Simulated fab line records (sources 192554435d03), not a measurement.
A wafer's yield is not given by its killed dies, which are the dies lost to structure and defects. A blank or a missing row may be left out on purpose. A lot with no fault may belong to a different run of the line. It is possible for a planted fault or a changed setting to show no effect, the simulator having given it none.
Which of the tools did it?    flow n5_finfet    Sampling: 24 lots, 72 wafers, 6 of 1938 route steps

## WHAT THE GAUGES READ, wafer by wafer
N5_BEOL_M2_OVL_MEAS_29.
lot   measured      on          V1_OVL (nm)
L074  day 6 20:17   overlay-01  -0.4 0.1 0.3
L075  day 6 21:43   overlay-02  0.7 0.2 0.0
L076  day 7 01:35   overlay-02  0.0 -0.3 -0.3
L077  day 7 09:32   overlay-02  1.0 -0.4 1.2
L078  day 7 10:04   overlay-02  0.8 1.3 0.6
L079  day 7 23:07   overlay-01  1.3 0.7 1.3
L080  day 8 10:34   overlay-01  1.2 0.8 1.6
L081  day 8 15:16   overlay-02  -0.3 0.5 0.9
L082  day 8 15:35   overlay-02  0.5 0.1 0.2
L083  day 9 05:45   overlay-01  -0.3 0.0 0.3
L084  day 9 10:33   overlay-01  0.2 0.1 -0.6
L085  day 9 18:13   overlay-02  0.5 1.3 -0.7
L086  day 9 18:25   overlay-02  1.1 0.5 0.6
L088  day 10 00:55  overlay-02  1.0 -0.2 1.3
L087  day 10 01:10  overlay-01  0.4 -0.1 2.3
L090  day 10 12:38  overlay-01  0.2 0.0 0.6
L089  day 10 14:40  overlay-01  0.8 0.2 0.3
L091  day 10 19:29  overlay-01  1.4 1.4 0.8
L092  day 10 23:07  overlay-01  1.4 0.5 0.6
L093  day 11 06:48  overlay-01  -0.5 -0.3 0.1
L094  day 11 09:28  overlay-01  0.4 0.5 0.6
L095  day 11 16:55  overlay-02  1.4 1.2 1.0
L096  day 12 00:50  overlay-02  0.2 1.3 0.8
L097  day 12 03:38  overlay-01  0.2 0.4 0.5

N5_BEOL_M2_RS_MEAS_58: measures by four-point-probe.
lot   measured      on             M2_RS (ohm/sq)
L074  day 7 07:18   film_metro-01  0.651 0.659 0.613
L075  day 7 09:28   film_metro-02  0.731 0.663 0.715
L076  day 7 12:07   film_metro-01  0.744 0.696 0.694
L077  day 8 04:41   film_metro-02  0.650 0.681 0.709
L078  day 8 06:03   film_metro-02  0.655 0.704 0.681
L079  day 8 09:32   film_metro-02  0.676 0.693 0.728
L080  day 8 16:25   film_metro-01  0.734 0.735 0.712
L081  day 9 08:59   film_metro-01  0.701 0.690 0.681
L082  day 9 17:41   film_metro-02  0.677 0.665 0.663
L083  day 9 22:59   film_metro-01  0.693 0.665 0.692
L084  day 10 01:16  film_metro-01  0.693 0.692 0.670
L085  day 10 09:44  film_metro-02  0.683 0.655 0.660
L086  day 10 01:23  film_metro-01  0.669 0.665 0.681
L088  day 10 21:55  film_metro-02  0.717 0.702 0.667
L087  day 10 22:02  film_metro-01  0.634 0.630 0.657
L090  day 10 23:49  film_metro-02  0.682 0.682 0.686
L089  day 11 02:14  film_metro-01  0.712 0.660 0.721
L091  day 12 03:08  film_metro-01  0.655 0.646 0.675
L092  day 12 04:26  film_metro-01  0.678 0.654 0.640
L093  day 12 06:01  film_metro-01  0.673 0.649 0.690
L094  day 12 07:47  film_metro-01  0.694 0.728 0.670
L095  day 12 11:28  film_metro-01  0.680 0.715 0.718
L096  day 12 17:11  film_metro-02  0.670 0.682 0.676
L097  day 13 12:09  film_metro-01  0.725 0.676 0.636

## WHAT TOOL EACH LOT RAN ON (gives the tool, then ch and the chambers of the sampled wafers, and finally the start)
lot   N5_BEOL_M2_ETCH_74                  N5_BEOL_M2_ANNEAL_89          N5_BEOL_M2_SPUTTER_92         N5_BEOL_M2_ANNEAL_51
L074  rie_diel-04 ch 0,1,3, day 6 19:23   pvd_sputter-01, day 7 05:27   pvd_sputter-01, day 7 05:49   rtp_anneal-02 ch 0, day 7 06:27
L075  rie_diel-04 ch 0,1,3, day 6 20:50   pvd_sputter-03, day 7 07:29   pvd_sputter-03, day 7 07:50   rtp_anneal-02 ch 0, day 7 08:33
L076  rie_diel-05 ch 0,1,3, day 7 00:42   pvd_sputter-01, day 7 10:14   pvd_sputter-01, day 7 10:36   rtp_anneal-01 ch 0, day 7 11:14
L077  rie_diel-05 ch 1,2, day 7 08:46     pvd_sputter-01, day 8 02:50   pvd_sputter-01, day 8 03:11   rtp_anneal-02 ch 0, day 8 03:52
L078  rie_diel-02 ch 1,2, day 7 09:19     pvd_sputter-03, day 8 04:12   pvd_sputter-03, day 8 04:34   rtp_anneal-01 ch 0, day 8 05:14
L079  rie_diel-02 ch 0,2,3, day 7 22:17   pvd_sputter-02, day 8 07:41   pvd_sputter-02, day 8 08:03   rtp_anneal-01 ch 0, day 8 08:46
L080  rie_diel-05 ch 0,2, day 8 09:37     pvd_sputter-01, day 8 14:34   pvd_sputter-01, day 8 14:55   rtp_anneal-01 ch 0, day 8 15:34
L081  rie_diel-05 ch 1,2, day 8 14:24     pvd_sputter-02, day 9 07:07   pvd_sputter-02, day 9 07:29   rtp_anneal-01 ch 0, day 9 08:07
L082  rie_diel-04 ch 2,3, day 8 14:39     pvd_sputter-03, day 9 15:50   pvd_sputter-03, day 9 16:11   rtp_anneal-02 ch 0, day 9 16:49
L083  rie_diel-04 ch 0,2,3, day 9 04:52   pvd_sputter-01, day 9 20:58   pvd_sputter-01, day 9 21:19   rtp_anneal-02 ch 0, day 9 22:06
L084  rie_diel-05 ch 1,3, day 9 09:49     pvd_sputter-02, day 9 22:29   pvd_sputter-02, day 9 22:51   rtp_anneal-01 ch 0, day 9 23:29
L085  rie_diel-02 ch 0,1, day 9 17:20     pvd_sputter-02, day 10 07:53  pvd_sputter-02, day 10 08:14  rtp_anneal-02 ch 0, day 10 08:53
L086  rie_diel-05 ch 0,1,2, day 9 17:39   pvd_sputter-01, day 9 23:02   pvd_sputter-01, day 9 23:24   rtp_anneal-02 ch 0, day 10 00:02
L088  rie_diel-05 ch 1,3, day 10 00:02    pvd_sputter-03, day 10 20:05  pvd_sputter-03, day 10 20:26  rtp_anneal-01 ch 0, day 10 21:04
L087  rie_diel-02 ch 0,1, day 10 00:12    pvd_sputter-01, day 10 20:11  pvd_sputter-01, day 10 20:32  rtp_anneal-02 ch 0, day 10 21:11
L090  rie_diel-02 ch 2,3, day 10 11:46    pvd_sputter-03, day 10 21:55  pvd_sputter-03, day 10 22:17  rtp_anneal-02 ch 0, day 10 22:58
L089  rie_diel-02 ch 0,1,2, day 10 13:46  pvd_sputter-03, day 11 00:01  pvd_sputter-03, day 11 00:23  rtp_anneal-01 ch 0, day 11 01:01
L091  rie_diel-02 ch 0,2,3, day 10 18:43  pvd_sputter-02, day 12 01:17  pvd_sputter-02, day 12 01:39  rtp_anneal-01 ch 0, day 12 02:23
L092  rie_diel-04 ch 0,1,3, day 10 22:08  pvd_sputter-03, day 12 02:19  pvd_sputter-03, day 12 02:41  rtp_anneal-02 ch 0, day 12 03:35
L093  rie_diel-04 ch 1,2, day 11 05:55    pvd_sputter-03, day 12 04:10  pvd_sputter-03, day 12 04:31  rtp_anneal-01 ch 0, day 12 05:14
L094  rie_diel-05 ch 0,1,3, day 11 08:35  pvd_sputter-01, day 12 05:56  pvd_sputter-01, day 12 06:18  rtp_anneal-01 ch 0, day 12 06:56
L095  rie_diel-05 ch 0,1,2, day 11 16:10  pvd_sputter-03, day 12 09:37  pvd_sputter-03, day 12 09:59  rtp_anneal-01 ch 0, day 12 10:40
L096  rie_diel-05 ch 0,1,3, day 11 23:59  pvd_sputter-02, day 12 15:19  pvd_sputter-02, day 12 15:40  rtp_anneal-02 ch 0, day 12 16:19
L097  rie_diel-05 ch 0,1,3, day 12 02:52  pvd_sputter-03, day 13 10:18  pvd_sputter-03, day 13 10:40  rtp_anneal-02 ch 0, day 13 11:20
- N5_BEOL_M2_ETCH_74: etches underlayer in N2/H2, target depth 6.5 nm, time 5.2 s.
- N5_BEOL_M2_ANNEAL_89: time 240 s.
- N5_BEOL_M2_SPUTTER_92: material Cu, target thk 4.5 nm, time 8.29 s.
- N5_BEOL_M2_ANNEAL_51: time 90 s.

## AS READ BY THE TOOLS THEMSELVES (means over the sampled wafers that have a number; for cases with no such wafer, the mark the record gives instead)
N5_BEOL_M2_ETCH_74.
lot   tool         chamber_pressure_mTorr (mTorr)  drypump_motor_current_A (A)  etch_rf_on_time_s (s)  oes_product_au (a.u.)  rf_vpp_V (V)  showerhead_plenum_p_Torr (Torr)  throttle_valve_pct (%)
L074  rie_diel-04  29.98                           6.2                          5.14                   0.68                   524           2.55                             17.68
L075  rie_diel-04  30.00                           6.2                          5.15                   0.68                   524           2.55                             17.68
L076  rie_diel-05  30.06                           5.8                          5.17                   0.64                   523           2.54                             17.94
L077  rie_diel-05  29.98                           5.5                          5.22                   0.71                   522           2.47                             17.90
L078  rie_diel-02  30.00                           6.1                          5.25                   0.62                   525           2.57                             17.99
L079  rie_diel-02  29.98                           5.9                          5.24                   0.65                   526           2.62                             17.83
L080  rie_diel-05  30.03                           5.7                          5.18                   0.69                   527           2.67                             17.67
L081  rie_diel-05  30.00                           5.7                          5.21                   0.73                   527           2.59                             17.79
L082  rie_diel-04  30.00                           6.1                          5.15                   0.66                   523           2.51                             17.88
L083  rie_diel-04  30.00                           6.2                          5.14                   0.69                   525           2.56                             17.82
L084  rie_diel-05  30.06                           5.7                          5.21                   0.63                   520           2.43                             18.09
L085  rie_diel-02  30.01                           5.4                          5.14                   0.71                   529           2.69                             17.65
L086  rie_diel-05  30.01                           5.6                          5.21                   0.69                   525           2.56                             17.81
L088  rie_diel-05  29.97                           5.7                          5.16                   0.62                   520           2.43                             18.08
L087  rie_diel-02  29.96                           5.4                          5.11                   0.70                   527           2.69                             17.66
L090  rie_diel-02  30.00                           6.1                          5.24                   0.69                   524           2.59                             17.78
L089  rie_diel-02  30.02                           5.7                          5.12                   0.74                   525           2.62                             17.69
L091  rie_diel-02  30.02                           5.9                          5.17                   0.71                   525           2.61                             17.72
L092  rie_diel-04  30.00                           6.2                          5.13                   0.65                   525           2.53                             17.74
L093  rie_diel-04  29.94                           6.1                          5.23                   0.63                   520           2.42                             17.85
L094  rie_diel-05  30.04                           5.8                          5.19                   0.69                   523           2.52                             17.85
L095  rie_diel-05  29.96                           5.6                          5.17                   0.67                   525           2.55                             17.85
L096  rie_diel-05  30.00                           5.8                          5.20                   0.69                   525           2.52                             17.85
L097  rie_diel-05  30.00                           5.8                          5.21                   0.68                   524           2.52                             17.85

N5_BEOL_M2_ANNEAL_89.
lot   tool            heater_power_w (W)
L074  pvd_sputter-01  831
L075  pvd_sputter-03  808
L076  pvd_sputter-01  826
L077  pvd_sputter-01  811
L078  pvd_sputter-03  745
L079  pvd_sputter-02  882
L080  pvd_sputter-01  767
L081  pvd_sputter-02  927
L082  pvd_sputter-03  766
L083  pvd_sputter-01  799
L084  pvd_sputter-02  916
L085  pvd_sputter-02  874
L086  pvd_sputter-01  786
L088  pvd_sputter-03  753
L087  pvd_sputter-01  753
L090  pvd_sputter-03  770
L089  pvd_sputter-03  797
L091  pvd_sputter-02  917
L092  pvd_sputter-03  745
L093  pvd_sputter-03  831
L094  pvd_sputter-01  815
L095  pvd_sputter-03  745
L096  pvd_sputter-02  805
L097  pvd_sputter-03  795

N5_BEOL_M2_SPUTTER_92.
lot   tool            throttle_valve_pct (%)
L074  pvd_sputter-01  29.3
L075  pvd_sputter-03  30.5
L076  pvd_sputter-01  30.2
L077  pvd_sputter-01  29.7
L078  pvd_sputter-03  30.5
L079  pvd_sputter-02  29.8
L080  pvd_sputter-01  29.5
L081  pvd_sputter-02  29.9
L082  pvd_sputter-03  30.7
L083  pvd_sputter-01  29.8
L084  pvd_sputter-02  31.6
L085  pvd_sputter-02  29.9
L086  pvd_sputter-01  29.6
L088  pvd_sputter-03  30.5
L087  pvd_sputter-01  29.3
L090  pvd_sputter-03  30.7
L089  pvd_sputter-03  30.9
L091  pvd_sputter-02  31.6
L092  pvd_sputter-03  30.6
L093  pvd_sputter-03  30.7
L094  pvd_sputter-01  29.0
L095  pvd_sputter-03  30.5
L096  pvd_sputter-02  30.1
L097  pvd_sputter-03  30.3

N5_BEOL_M2_ANNEAL_51.
lot   tool           wafer_temp_C_max
L074  rtp_anneal-02  226.4
L075  rtp_anneal-02  226.9
L076  rtp_anneal-01  225.9
L077  rtp_anneal-02  226.5
L078  rtp_anneal-01  226.0
L079  rtp_anneal-01  226.1
L080  rtp_anneal-01  225.7
L081  rtp_anneal-01  226.1
L082  rtp_anneal-02  226.8
L083  rtp_anneal-02  226.5
L084  rtp_anneal-01  226.2
L085  rtp_anneal-02  226.8
L086  rtp_anneal-02  226.6
L088  rtp_anneal-01  226.0
L087  rtp_anneal-02  226.6
L090  rtp_anneal-02  227.0
L089  rtp_anneal-01  226.1
L091  rtp_anneal-01  225.7
L092  rtp_anneal-02  226.5
L093  rtp_anneal-01  226.2
L094  rtp_anneal-01  226.0
L095  rtp_anneal-01  226.2
L096  rtp_anneal-02  226.3
L097  rtp_anneal-02  226.9

## THE ANSWER, worked out from the rows above alone
Rule: usual is defined by the lots themselves. The widest of any qualifying gaps counts: lots, ordered by their means at a reading, are off when they make up no more than a third of the lots, leave a main group of 4 or more, and stand apart from it by 3 or more times the standard deviation of that group's means. The tables above print the reading to a certain number of digits; a main group whose means all agree to those digits is not used. A lot without any number at a reading at which 4 lots or more have one is off too. All remaining lots with rows at the step are treated as sound. Order of review: gauges by route order, followed by the tools' own readings, for which a lot's mean as printed above is used. The first step at which some lot is off is used, and at that step the reading that is off furthest; a lot without a number counts as furthest.
None of the lots is off at any reading shown; this tells nothing.

## WHAT THE SIMULATOR HAD PUT IN
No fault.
